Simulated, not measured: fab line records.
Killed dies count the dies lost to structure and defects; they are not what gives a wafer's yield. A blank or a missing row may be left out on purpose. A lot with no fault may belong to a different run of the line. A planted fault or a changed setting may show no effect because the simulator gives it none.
Matching of chambers    flow nandHarc    NHARC_A_STAIRCASE_DESCUM_291 on rieDiel-03 has 4 sister chambers
The step chemistry O2, time 3 s. 8 wafers are shown with their chamber, then 12 later ones without.

## WAFERS WITH THEIR CHAMBER
wafer   chamber  drypumpMotorCurrentA (A)  showerheadPlenumPTorr (Torr)
L080.1  2        6.0                       2.05
L080.6  3        6.6                       2.06
L086.1  1        6.1                       2.07
L086.3  0        5.7                       1.78
L086.6  3        6.7                       2.05
L088.3  1        6.1                       2.07
L088.4  2        6.0                       2.04
L088.5  0        5.7                       1.78

## WAFERS WITHOUT THEIR CHAMBER
wafer   drypumpMotorCurrentA (A)  showerheadPlenumPTorr (Torr)
L091.2  6.1                       2.07
L091.4  6.1                       2.04
L091.5  5.7                       1.77
L093.1  6.0                       2.03
L093.4  6.6                       2.05
L093.5  6.1                       2.07
L095.2  6.0                       2.06
L095.3  6.7                       2.05
L095.6  6.1                       2.06
L094.1  6.1                       2.03
L094.2  6.1                       2.06
L094.4  6.1                       2.06

## THE CHAMBER EACH PASSED THROUGH
wafer   from the rows above      in truth
L091.2  1                        1
L091.4  2                        2
L091.5  0                        0
L093.1  2                        2
L093.4  3                        3
L093.5  1                        1
L095.2  can't be placed: 2 or 1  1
L095.3  3                        3
L095.6  1                        1
L094.1  2                        2
L094.2  1                        1
L094.4  1                        1
11 of 12 placed correctly. These rows do not allow placing 1 (true chamber among the candidates in 1). Wrongly placed: 0.
How it was worked out, from the rows above alone: a wafer's distance from a chamber is the root of the sum, over the readings, of the square of ((its reading less the chamber's mean) divided by the reading's scatter). If the next closest chamber is less than 2 further off than the closest, the wafer can't be placed; otherwise it belongs to the closest. For every chamber, the mean is computed from those of its wafers that are shown. The scatter is the square root of a quotient: the sum, over the shown wafers, of each reading's squared deviation from its chamber's mean, divided by wafers minus chambers.
